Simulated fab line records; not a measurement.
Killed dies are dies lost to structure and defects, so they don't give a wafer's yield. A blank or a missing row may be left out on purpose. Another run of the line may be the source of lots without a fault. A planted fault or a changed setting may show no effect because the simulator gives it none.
Chamber matching || flow n5-finfet || 4 sister chambers for N5_BEOL_M4_ALD_98 on ald-sin-01
The step deposits SiO2, target thk 2.5 nm, pulse time 1 s, co reactant pulse time 1 s. 24 wafers are shown with their chamber, then 12 later ones without.

EACH WAFER AND ITS CHAMBER
{"wafer": "L075.1", "chamber": 1, "heater-power-w (W)": 65, "precursor-pulse-height-rel": 1.009}
{"wafer": "L075.2", "chamber": 3, "heater-power-w (W)": 67, "precursor-pulse-height-rel": 0.980}
{"wafer": "L075.3", "chamber": 0, "heater-power-w (W)": 66, "precursor-pulse-height-rel": 1.010}
{"wafer": "L075.4", "chamber": 2, "heater-power-w (W)": 94, "precursor-pulse-height-rel": 1.002}
{"wafer": "L075.5", "chamber": 2, "heater-power-w (W)": 95, "precursor-pulse-height-rel": 1.037}
{"wafer": "L075.6", "chamber": 3, "heater-power-w (W)": 66, "precursor-pulse-height-rel": 1.005}
{"wafer": "L076.2", "chamber": 3, "heater-power-w (W)": 67, "precursor-pulse-height-rel": 0.980}
{"wafer": "L076.5", "chamber": 2, "heater-power-w (W)": 92, "precursor-pulse-height-rel": 0.978}
{"wafer": "L076.6", "chamber": 3, "heater-power-w (W)": 66, "precursor-pulse-height-rel": 0.970}
{"wafer": "L080.2", "chamber": 0, "heater-power-w (W)": 67, "precursor-pulse-height-rel": 1.000}
{"wafer": "L080.3", "chamber": 2, "heater-power-w (W)": 94, "precursor-pulse-height-rel": 1.041}
{"wafer": "L080.6", "chamber": 1, "heater-power-w (W)": 66, "precursor-pulse-height-rel": 1.000}
{"wafer": "L086.2", "chamber": 2, "heater-power-w (W)": 95, "precursor-pulse-height-rel": 1.014}
{"wafer": "L086.3", "chamber": 3, "heater-power-w (W)": 69, "precursor-pulse-height-rel": 1.004}
{"wafer": "L086.4", "chamber": 0, "heater-power-w (W)": 67, "precursor-pulse-height-rel": 1.005}
{"wafer": "L085.1", "chamber": 2, "heater-power-w (W)": 93, "precursor-pulse-height-rel": 0.978}
{"wafer": "L085.4", "chamber": 0, "heater-power-w (W)": 65, "precursor-pulse-height-rel": 1.027}
{"wafer": "L085.5", "chamber": 0, "heater-power-w (W)": 65, "precursor-pulse-height-rel": 1.008}
{"wafer": "L087.4", "chamber": 0, "heater-power-w (W)": 65, "precursor-pulse-height-rel": 1.041}
{"wafer": "L087.5", "chamber": 0, "heater-power-w (W)": 66, "precursor-pulse-height-rel": 0.995}
{"wafer": "L087.6", "chamber": 1, "heater-power-w (W)": 64, "precursor-pulse-height-rel": 1.028}
{"wafer": "L089.2", "chamber": 2, "heater-power-w (W)": 93, "precursor-pulse-height-rel": 0.984}
{"wafer": "L089.3", "chamber": 1, "heater-power-w (W)": 63, "precursor-pulse-height-rel": 1.010}
{"wafer": "L089.6", "chamber": 0, "heater-power-w (W)": 67, "precursor-pulse-height-rel": 0.978}

SIGNATURES (means of the wafers above)
{"reading": "heater-power-w", "chamber 0": 66.00, "chamber 1": 64.50, "chamber 2": 93.71, "chamber 3": 67.00, "scatter within a chamber": 1.11}
{"reading": "precursor-pulse-height-rel", "chamber 0": 1.00800, "chamber 1": 1.01175, "chamber 2": 1.00486, "chamber 3": 0.98780, "scatter within a chamber": 0.0204}
Rule: distance of a wafer from a chamber = root of the sum over the readings of ((wafer's reading minus chamber's mean) / reading's scatter) squared. The wafer belongs to the nearest chamber; if the next one is less than 2 further off, it can't be placed. How the scatter is found: for the shown wafers, subtract from each reading the mean of its chamber, square and add these, divide the total by (wafers less chambers), then take the root.

WAFERS WHOSE CHAMBER IS MISSING
{"wafer": "L090.1", "heater-power-w (W)": 93, "precursor-pulse-height-rel": 1.022}
{"wafer": "L090.2", "heater-power-w (W)": 65, "precursor-pulse-height-rel": 1.008}
{"wafer": "L090.3", "heater-power-w (W)": 66, "precursor-pulse-height-rel": 0.998}
{"wafer": "L090.4", "heater-power-w (W)": 70, "precursor-pulse-height-rel": 0.993}
{"wafer": "L090.5", "heater-power-w (W)": 65, "precursor-pulse-height-rel": 0.984}
{"wafer": "L090.6", "heater-power-w (W)": 95, "precursor-pulse-height-rel": 1.009}
{"wafer": "L096.1", "heater-power-w (W)": 61, "precursor-pulse-height-rel": 0.986}
{"wafer": "L096.2", "heater-power-w (W)": 61, "precursor-pulse-height-rel": 1.004}
{"wafer": "L096.3", "heater-power-w (W)": 69, "precursor-pulse-height-rel": 1.003}
{"wafer": "L097.3", "heater-power-w (W)": 60, "precursor-pulse-height-rel": 1.006}
{"wafer": "L097.4", "heater-power-w (W)": 87, "precursor-pulse-height-rel": 0.998}
{"wafer": "L097.6", "heater-power-w (W)": 87, "precursor-pulse-height-rel": 0.998}

WHICH CHAMBER EACH ONE RAN IN
{"wafer": "L090.1", "from the rows above": 2, "in truth": 2}
{"wafer": "L090.2", "from the rows above": "can't be placed: 1 or 0 or 3", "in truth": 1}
{"wafer": "L090.3", "from the rows above": "can't be placed: 0 or 3 or 1", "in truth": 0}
{"wafer": "L090.4", "from the rows above": "can't be placed: 3 or 0", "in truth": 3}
{"wafer": "L090.5", "from the rows above": "can't be placed: 1 or 0 or 3", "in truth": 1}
{"wafer": "L090.6", "from the rows above": 2, "in truth": 2}
{"wafer": "L096.1", "from the rows above": "can't be placed: 1 or 0", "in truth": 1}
{"wafer": "L096.2", "from the rows above": "can't be placed: 1 or 0", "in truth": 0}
{"wafer": "L096.3", "from the rows above": "can't be placed: 3 or 0", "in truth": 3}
{"wafer": "L097.3", "from the rows above": "can't be placed: 1 or 0", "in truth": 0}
{"wafer": "L097.4", "from the rows above": 2, "in truth": 2}
{"wafer": "L097.6", "from the rows above": 2, "in truth": 2}
Correctly placed: 4 of 12. From these rows, 8 cannot be placed; in 8 the true chamber is one of the candidates. Placed wrongly: 0.
